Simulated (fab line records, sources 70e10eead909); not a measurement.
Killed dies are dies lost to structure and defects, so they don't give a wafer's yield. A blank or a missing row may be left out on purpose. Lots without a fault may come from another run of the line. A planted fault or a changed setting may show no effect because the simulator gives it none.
Which tool did it? | flow nand_harc | 24 lots, 72 wafers sampled, at 6 steps of a route of 1302

WHAT THE GAUGES READ, wafer by wafer
NHARC_P_M2_CD_MEAS_09: target cd 170 nm. Usual: cd_nm 170.2 nm, standard deviation 0.75.
lot  | measured     | on        | cd_nm (nm)        | flag
L074 | day 6 19:42  | cd_sem-03 | 170.0 171.3 170.3 |
L075 | day 6 21:16  | cd_sem-02 | 171.1 170.8 171.2 |
L076 | day 7 15:19  | cd_sem-01 | 171.4 171.5 170.3 |
L078 | day 8 04:18  | cd_sem-01 | 170.7 170.2 169.9 |
L077 | day 8 04:59  | cd_sem-01 | 170.1 169.6 169.7 |
L079 | day 8 17:16  | cd_sem-02 | 170.1 169.5 170.4 |
L081 | day 9 06:19  | cd_sem-01 | 168.0 169.6 169.4 |
L080 | day 9 08:38  | cd_sem-01 | 170.1 171.0 169.5 |
L082 | day 9 21:56  | cd_sem-03 | 170.2 170.3 171.0 |
L083 | day 10 04:54 | cd_sem-03 | 170.7 169.1 170.4 |
L084 | day 10 22:44 | cd_sem-02 | 169.1 169.2 170.1 |
L085 | day 11 05:07 | cd_sem-01 | 170.7 170.3 170.5 |
L086 | day 11 05:44 | cd_sem-03 | 170.5 171.8 170.8 |
L087 | day 12 07:59 | cd_sem-02 | 171.0 171.9 171.1 |
L088 | day 12 09:04 | cd_sem-03 | 170.3 169.2 168.6 |
L089 | day 12 13:30 | cd_sem-03 | 170.3 169.5 169.7 |
L090 | day 13 04:40 | cd_sem-03 | 170.0 169.9 168.9 |
L091 | day 13 14:48 | cd_sem-02 | 170.7 170.7 170.0 |
L092 | day 14 11:46 | cd_sem-02 | 169.9 170.7 170.3 |
L093 | day 14 15:58 | cd_sem-01 | 169.1 170.9 170.0 |
L094 | day 14 19:32 | cd_sem-01 | 170.3 170.3 169.4 |
L095 | day 15 10:50 | cd_sem-02 | 169.7 170.2 169.4 |
L096 | day 15 15:15 | cd_sem-02 | 170.0 169.7 169.9 |
L097 | day 15 19:33 | cd_sem-03 | 170.8 169.4 171.3 |

WHICH TOOL RAN EACH LOT (tool, then ch and the chambers of the sampled wafers, then the start)
lot  | NHARC_P_M0_ETCH_34                 | NHARC_P_M1_DESCUM_14               | NHARC_P_M1_DEGAS_29          | NHARC_P_M1_ANNEAL_31             | NHARC_P_M1_CMP_23
L074 | rie_diel-02 ch 0,1,2, day 6 11:53  | rie_diel-03 ch 0,2, day 6 15:44    | pvd_sputter-01, day 6 16:46  | rtp_anneal-01 ch 0, day 6 17:29  | cmp-04 ch 0,1,3, day 6 17:53
L075 | rie_diel-02 ch 0,3, day 6 12:50    | rie_diel-10 ch 2,3, day 6 16:59    | pvd_sputter-03, day 6 18:26  | rtp_anneal-01 ch 0, day 6 19:11  | cmp-01 ch 0,1,2, day 6 19:34
L076 | rie_diel-02 ch 0,1,3, day 7 07:07  | rie_diel-10 ch 0,1,2, day 7 11:22  | pvd_sputter-01, day 7 12:22  | rtp_anneal-02 ch 0, day 7 13:07  | cmp-04 ch 1,2,3, day 7 13:28
L078 | rie_diel-02 ch 0,3, day 7 20:26    | rie_diel-03 ch 1,2, day 8 00:20    | pvd_sputter-01, day 8 01:23  | rtp_anneal-01 ch 0, day 8 02:08  | cmp-01 ch 1,2, day 8 02:26
L077 | rie_diel-02 ch 0,3, day 7 20:36    | rie_diel-03 ch 1,3, day 8 00:39    | pvd_sputter-01, day 8 02:00  | rtp_anneal-01 ch 0, day 8 02:54  | cmp-01 ch 0,3, day 8 03:14
L079 | rie_diel-02 ch 1,2, day 8 09:17    | rie_diel-10 ch 1,2, day 8 13:11    | pvd_sputter-03, day 8 14:14  | rtp_anneal-01 ch 0, day 8 15:00  | cmp-02 ch 0,1,2, day 8 15:26
L081 | rie_diel-01 ch 0,2, day 8 22:14    | rie_diel-03 ch 1,2, day 9 02:28    | pvd_sputter-02, day 9 03:29  | rtp_anneal-01 ch 0, day 9 04:16  | cmp-02 ch 1,2,3, day 9 04:34
L080 | rie_diel-06 ch 2,3, day 9 00:39    | rie_diel-03 ch 0,1, day 9 04:36    | pvd_sputter-01, day 9 05:40  | rtp_anneal-02 ch 0, day 9 06:31  | cmp-01 ch 0,1,2, day 9 06:49
L082 | rie_diel-02 ch 0,2, day 9 14:01    | rie_diel-10 ch 0,1,3, day 9 17:59  | pvd_sputter-02, day 9 19:00  | rtp_anneal-02 ch 0, day 9 19:44  | cmp-02 ch 1,3, day 9 20:04
L083 | rie_diel-06 ch 1,3, day 9 20:51    | rie_diel-03 ch 0,1,2, day 10 00:53 | pvd_sputter-03, day 10 01:55 | rtp_anneal-02 ch 0, day 10 02:39 | cmp-02 ch 0,1,3, day 10 03:04
L084 | rie_diel-02 ch 1,2,3, day 10 14:43 | rie_diel-10 ch 0,1,3, day 10 18:47 | pvd_sputter-03, day 10 19:49 | rtp_anneal-02 ch 0, day 10 20:39 | cmp-04 ch 1,2,3, day 10 20:57
L085 | rie_diel-02 ch 1,3, day 10 21:15   | rie_diel-10 ch 0,1,3, day 11 01:08 | pvd_sputter-01, day 11 02:09 | rtp_anneal-01 ch 0, day 11 02:56 | cmp-04 ch 0,2, day 11 03:16
L086 | rie_diel-02 ch 0,2,3, day 10 21:40 | rie_diel-10 ch 2,3, day 11 01:42   | pvd_sputter-03, day 11 02:44 | rtp_anneal-02 ch 0, day 11 03:36 | cmp-01 ch 0,1,2, day 11 03:52
L087 | rie_diel-02 ch 1,2,3, day 11 23:45 | rie_diel-03 ch 0,1,2, day 12 03:49 | pvd_sputter-02, day 12 04:50 | rtp_anneal-01 ch 0, day 12 05:34 | cmp-04 ch 0,1,3, day 12 05:55
L088 | rie_diel-02 ch 0,2,3, day 12 00:47 | rie_diel-03 ch 0,1,3, day 12 04:45 | pvd_sputter-02, day 12 05:46 | rtp_anneal-02 ch 0, day 12 06:42 | cmp-01 ch 0,1,3, day 12 07:03
L089 | rie_diel-02 ch 0,1,2, day 12 04:56 | rie_diel-10 ch 0,1,2, day 12 09:13 | pvd_sputter-02, day 12 10:17 | rtp_anneal-01 ch 0, day 12 11:16 | cmp-02 ch 0,2,3, day 12 11:36
L090 | rie_diel-06 ch 0,1,2, day 12 20:59 | rie_diel-10 ch 1,2,3, day 13 00:50 | pvd_sputter-03, day 13 01:50 | rtp_anneal-01 ch 0, day 13 02:35 | cmp-02 ch 0,1,2, day 13 02:56
L091 | rie_diel-02 ch 0,3, day 13 06:54   | rie_diel-10 ch 1,2, day 13 10:49   | pvd_sputter-01, day 13 11:52 | rtp_anneal-01 ch 0, day 13 12:41 | cmp-04 ch 1,2,3, day 13 13:01
L092 | rie_diel-01 ch 1,2,3, day 14 03:49 | rie_diel-10 ch 0,2, day 14 07:48   | pvd_sputter-01, day 14 08:49 | rtp_anneal-02 ch 0, day 14 09:34 | cmp-02 ch 0,2,3, day 14 09:55
L093 | rie_diel-02 ch 0,1,3, day 14 08:06 | rie_diel-10 ch 0,1, day 14 12:02   | pvd_sputter-01, day 14 13:04 | rtp_anneal-01 ch 0, day 14 13:48 | cmp-02 ch 0,1,3, day 14 14:11
L094 | rie_diel-02 ch 1,2, day 14 11:33   | rie_diel-03 ch 0,2, day 14 15:35   | pvd_sputter-03, day 14 16:35 | rtp_anneal-02 ch 0, day 14 17:20 | cmp-01 ch 0,1,2, day 14 17:41
L095 | rie_diel-01 ch 0,2,3, day 15 02:47 | rie_diel-10 ch 1,2,3, day 15 06:42 | pvd_sputter-03, day 15 07:44 | rtp_anneal-02 ch 0, day 15 08:28 | cmp-02 ch 2,3, day 15 08:50
L096 | rie_diel-02 ch 1,2, day 15 07:07   | rie_diel-10 ch 0,2,3, day 15 11:19 | pvd_sputter-01, day 15 12:20 | rtp_anneal-02 ch 0, day 15 13:14 | cmp-02 ch 0,1,2, day 15 13:31
L097 | rie_diel-02 ch 1,2,3, day 15 11:38 | rie_diel-03 ch 0,1, day 15 15:37   | pvd_sputter-01, day 15 16:40 | rtp_anneal-02 ch 0, day 15 17:26 | cmp-02 ch 1,2,3, day 15 17:47
- NHARC_P_M0_ETCH_34: etches the open film in N2/H2, target depth 40 nm, overetch 12 nm, time 43.94 s.
- NHARC_P_M1_DESCUM_14: chemistry O2, time 3 s.
- NHARC_P_M1_DEGAS_29: time 60 s.
- NHARC_P_M1_ANNEAL_31: time 90 s.
- NHARC_P_M1_CMP_23: polishes, t overpolish 20 s, target thk 157.82 nm.

WHAT THE TOOLS THEMSELVES READ (means of the sampled wafers that have a number; where no wafer has one, the mark that the record gives instead)
NHARC_P_M0_ETCH_34. Usual: drypump_motor_current_A 5.8 A, standard deviation 0.31; oes_product_au 0.992 a.u., standard deviation 0.014; rf_vpp_V 429 V, standard deviation 3.4; showerhead_plenum_p_Torr 2.00 Torr, standard deviation 0.12; throttle_valve_pct 14.171 %, standard deviation 0.0085.
lot  | tool        | drypump_motor_current_A (A) | oes_product_au (a.u.) | rf_vpp_V (V) | showerhead_plenum_p_Torr (Torr) | throttle_valve_pct (%) | flag
L074 | rie_diel-02 | 5.8                         | 0.997                 | 429          | 2.01                            | 14.166                 |
L075 | rie_diel-02 | 5.9                         | 0.982                 | 430          | 2.02                            | 14.169                 |
L076 | rie_diel-02 | 5.9                         | 0.979                 | 430          | 2.01                            | 14.164                 |
L078 | rie_diel-02 | 5.9                         | 0.977                 | 430          | 2.01                            | 14.174                 |
L077 | rie_diel-02 | 5.9                         | 0.977                 | 430          | 2.01                            | 14.167                 |
L079 | rie_diel-02 | 5.7                         | 0.986                 | 427          | 1.92                            | 14.164                 |
L081 | rie_diel-01 | 5.3                         | 1.011                 | 430          | 2.02                            | 14.165                 |
L080 | rie_diel-06 | 5.7                         | 0.988                 | 430          | 2.05                            | 14.165                 |
L082 | rie_diel-02 | 5.9                         | 0.989                 | 431          | 2.09                            | 14.168                 |
L083 | rie_diel-06 | 6.5                         | 0.992                 | 435          | 2.18                            | 14.180                 |
L084 | rie_diel-02 | 5.8                         | 0.999                 | 426          | 1.91                            | 14.178                 |
L085 | rie_diel-02 | 5.8                         | 1.015                 | 426          | 1.92                            | 14.164                 |
L086 | rie_diel-02 | 5.9                         | 0.990                 | 430          | 2.00                            | 14.177                 |
L087 | rie_diel-02 | 5.8                         | 0.999                 | 426          | 1.91                            | 14.173                 |
L088 | rie_diel-02 | 5.9                         | 0.999                 | 430          | 2.00                            | 14.167                 |
L089 | rie_diel-02 | 5.8                         | 1.003                 | 429          | 2.00                            | 14.169                 |
L090 | rie_diel-06 | 6.0                         | 0.989                 | 431          | 2.07                            | 14.178                 |
L091 | rie_diel-02 | 6.0                         | 0.979                 | 432          | 2.09                            | 14.167                 |
L092 | rie_diel-01 | 5.8                         | 0.993                 | 429          | 2.00                            | 14.176                 |
L093 | rie_diel-02 | 5.9                         | 1.000                 | 429          | 2.00                            | 14.172                 |
L094 | rie_diel-02 | 5.8                         | 1.013                 | 427          | 1.90                            | 14.171                 |
L095 | rie_diel-01 | 5.3                         | 0.998                 | 429          | 1.97                            | 14.166                 |
L096 | rie_diel-02 | 5.8                         | 0.995                 | 427          | 1.90                            | 14.169                 |
L097 | rie_diel-02 | 5.8                         | 1.002                 | 427          | 1.91                            | 14.176                 |

NHARC_P_M1_DESCUM_14. Usual: drypump_motor_current_A 5.9 A, standard deviation 0.35; oes_product_au 1.003 a.u., standard deviation 0.013; rf_vpp_V 57.9 V, standard deviation 0.85; showerhead_plenum_p_Torr 1.94 Torr, standard deviation 0.07; throttle_valve_pct 11.310 %, standard deviation 0.0091.
lot  | tool        | drypump_motor_current_A (A) | oes_product_au (a.u.) | rf_vpp_V (V) | showerhead_plenum_p_Torr (Torr) | throttle_valve_pct (%) | flag
L074 | rie_diel-03 | 6.0                         | 1.014                 | 57.8         | 1.96                            | 11.312                 |
L075 | rie_diel-10 | 5.8                         | 1.017                 | 57.4         | 1.98                            | 11.316                 |
L076 | rie_diel-10 | 5.9                         | 0.999                 | 57.7         | 1.93                            | 11.313                 |
L078 | rie_diel-03 | 6.4                         | 1.003                 | 57.6         | 1.90                            | 11.318                 |
L077 | rie_diel-03 | 5.7                         | 0.998                 | 58.4         | 1.91                            | 11.308                 |
L079 | rie_diel-10 | 5.7                         | 1.002                 | 58.4         | 1.94                            | 11.317                 |
L081 | rie_diel-03 | 6.1                         | 0.997                 | 57.4         | 1.89                            | 11.306                 |
L080 | rie_diel-03 | 5.8                         | 1.013                 | 56.8         | 1.94                            | 11.299                 |
L082 | rie_diel-10 | 5.8                         | 0.995                 | 58.6         | 1.97                            | 11.311                 |
L083 | rie_diel-03 | 6.1                         | 0.997                 | 57.7         | 1.92                            | 11.311                 |
L084 | rie_diel-10 | 5.8                         | 1.010                 | 58.0         | 1.97                            | 11.304                 |
L085 | rie_diel-10 | 5.8                         | 1.007                 | 57.4         | 1.97                            | 11.311                 |
L086 | rie_diel-10 | 5.8                         | 1.008                 | 58.6         | 1.98                            | 11.313                 |
L087 | rie_diel-03 | 6.1                         | 1.001                 | 58.5         | 1.92                            | 11.312                 |
L088 | rie_diel-03 | 5.7                         | 1.007                 | 57.8         | 1.94                            | 11.303                 |
L089 | rie_diel-10 | 5.8                         | 1.017                 | 57.8         | 1.93                            | 11.303                 |
L090 | rie_diel-10 | 5.7                         | 1.005                 | 58.6         | 1.98                            | 11.309                 |
L091 | rie_diel-10 | 5.7                         | 1.002                 | 57.5         | 1.94                            | 11.312                 |
L092 | rie_diel-10 | 6.1                         | 0.995                 | 56.9         | 1.86                            | 11.314                 |
L093 | rie_diel-10 | 5.9                         | 1.003                 | 57.7         | 1.91                            | 11.306                 |
L094 | rie_diel-03 | 6.3                         | 1.007                 | 58.0         | 1.94                            | 11.316                 |
L095 | rie_diel-10 | 5.7                         | 0.998                 | 58.0         | 1.98                            | 11.313                 |
L096 | rie_diel-10 | 5.9                         | 0.997                 | 57.3         | 1.92                            | 11.310                 |
L097 | rie_diel-03 | 5.8                         | 1.024                 | 57.4         | 1.93                            | 11.312                 |

NHARC_P_M1_DEGAS_29. Usual: heater_power_w 323 W, standard deviation 29.
lot  | tool           | heater_power_w (W) | flag
L074 | pvd_sputter-01 | 347                |
L075 | pvd_sputter-03 | 324                |
L076 | pvd_sputter-01 | 315                |
L078 | pvd_sputter-01 | 311                |
L077 | pvd_sputter-01 | 341                |
L079 | pvd_sputter-03 | 300                |
L081 | pvd_sputter-02 | 327                |
L080 | pvd_sputter-01 | 315                |
L082 | pvd_sputter-02 | 324                |
L083 | pvd_sputter-03 | 298                |
L084 | pvd_sputter-03 | 318                |
L085 | pvd_sputter-01 | 341                |
L086 | pvd_sputter-03 | 296                |
L087 | pvd_sputter-02 | 316                |
L088 | pvd_sputter-02 | 333                |
L089 | pvd_sputter-02 | 319                |
L090 | pvd_sputter-03 | 325                |
L091 | pvd_sputter-01 | 314                |
L092 | pvd_sputter-01 | 316                |
L093 | pvd_sputter-01 | 335                |
L094 | pvd_sputter-03 | 320                |
L095 | pvd_sputter-03 | 296                |
L096 | pvd_sputter-01 | 336                |
L097 | pvd_sputter-01 | 332                |

NHARC_P_M1_ANNEAL_31. Usual: wafer_temp_C_max 226.20, standard deviation 0.28.
lot  | tool          | wafer_temp_C_max | flag
L074 | rtp_anneal-01 | 226.03           |
L075 | rtp_anneal-01 | 226.05           |
L076 | rtp_anneal-02 | 226.25           |
L078 | rtp_anneal-01 | 226.06           |
L077 | rtp_anneal-01 | 226.14           |
L079 | rtp_anneal-01 | 226.08           |
L081 | rtp_anneal-01 | 226.12           |
L080 | rtp_anneal-02 | 226.23           |
L082 | rtp_anneal-02 | 226.29           |
L083 | rtp_anneal-02 | 226.28           |
L084 | rtp_anneal-02 | 226.31           |
L085 | rtp_anneal-01 | 226.10           |
L086 | rtp_anneal-02 | 226.36           |
L087 | rtp_anneal-01 | 225.96           |
L088 | rtp_anneal-02 | 226.71           |
L089 | rtp_anneal-01 | 226.20           |
L090 | rtp_anneal-01 | 226.15           |
L091 | rtp_anneal-01 | 225.85           |
L092 | rtp_anneal-02 | 226.18           |
L093 | rtp_anneal-01 | 225.89           |
L094 | rtp_anneal-02 | 226.39           |
L095 | rtp_anneal-02 | 226.51           |
L096 | rtp_anneal-02 | 226.42           |
L097 | rtp_anneal-02 | 225.95           |

NHARC_P_M1_CMP_23. Usual: motor_current_A 12.0 A, standard deviation 0.65; time_to_endpoint_s 29 s, standard deviation 3.2.
lot  | tool   | motor_current_A (A) | time_to_endpoint_s (s) | flag
L074 | cmp-04 | 12.6                | 29                     |
L075 | cmp-01 | 11.8                | 28                     |
L076 | cmp-04 | 12.5                | 31                     |
L078 | cmp-01 | 12.0                | 31                     |
L077 | cmp-01 | 11.5                | 24                     |
L079 | cmp-02 | 11.7                | 31                     |
L081 | cmp-02 | 11.7                | 33                     |
L080 | cmp-01 | 11.9                | 29                     |
L082 | cmp-02 | 12.3                | 30                     |
L083 | cmp-02 | 11.9                | 31                     |
L084 | cmp-04 | 12.2                | 29                     |
L085 | cmp-04 | 12.3                | 30                     |
L086 | cmp-01 | 12.1                | 27                     |
L087 | cmp-04 | 12.4                | 27                     |
L088 | cmp-01 | 11.8                | 29                     |
L089 | cmp-02 | 11.9                | 29                     |
L090 | cmp-02 | 11.9                | 31                     |
L091 | cmp-04 | 12.6                | 28                     |
L092 | cmp-02 | 11.5                | 28                     |
L093 | cmp-02 | 12.2                | 28                     |
L094 | cmp-01 | 11.8                | 25                     |
L095 | cmp-02 | 11.5                | 31                     |
L096 | cmp-02 | 11.5                | 30                     |
L097 | cmp-02 | 12.0                | 29                     |

THE ANSWER, worked out from the rows above alone
Rule: a lot is off if the mean of its wafers that have a number lies more than 3 standard deviations from the usual mean. A lot without any number at a reading at which 4 lots or more have one is off too. The other lots that the step has rows for count as sound. The gauges are gone through in route order, then the tools' own readings, and for those a lot's mean is taken as printed above. The first step at which some lot is off is used, and at that step the reading that is off furthest; a lot without a number counts as furthest.
No lot is off at any reading shown: from this, nothing can be told.

WHAT THE SIMULATOR HAD PUT IN
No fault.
